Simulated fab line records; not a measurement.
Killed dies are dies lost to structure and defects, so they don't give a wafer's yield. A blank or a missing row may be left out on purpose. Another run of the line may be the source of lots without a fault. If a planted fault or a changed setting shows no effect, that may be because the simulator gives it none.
Matching of chambers | flow n5 finfet | 4 sister chambers for N5_BEOL_M4_ETCH_69 on rie diel-05
The step etches SiARC in CF4, target depth 15.6 nm, time 26 s. 4 wafers are shown with their chamber, then 9 later ones without.

## WAFERS PAIRED WITH THEIR CHAMBERS
wafer  | chamber | showerhead plenum p Torr (Torr)
L089.2 | 1       | 2.20
L092.1 | 2       | 2.25
L092.2 | 3       | 2.26
L092.3 | 0       | 2.21

## WAFERS WITHOUT THEIR CHAMBER
wafer  | showerhead plenum p Torr (Torr)
L094.2 | 2.19
L094.3 | 2.21
L094.5 | 2.25
L095.1 | 2.25
L095.3 | 2.21
L095.6 | 2.21
L096.2 | 2.26
L096.3 | 2.25
L096.6 | 2.21

## WHICH CHAMBER EACH WENT THROUGH
wafer  | from the rows above | in truth
L094.2 | 1                   | 1
L094.3 | 0                   | 0
L094.5 | 2                   | 2
L095.1 | 2                   | 2
L095.3 | 0                   | 0
L095.6 | 0                   | 0
L096.2 | 3                   | 3
L096.3 | 2                   | 2
L096.6 | 0                   | 0
9 of 9 placed correctly. Not placeable from these rows: 0. 0 placed wrongly.
How it was worked out, from the rows above alone: a wafer's distance from a chamber is the root of the sum, over the readings, of the square of ((its reading less the chamber's mean) divided by the reading's scatter). The wafer belongs to the nearest chamber; if the next one is less than 2 further off, it can't be placed. The mean given for a chamber averages the wafers shown for that chamber. The scatter: with one shown wafer a chamber, the root of the mean of the squares of how far each hidden wafer lies from its nearest shown one.
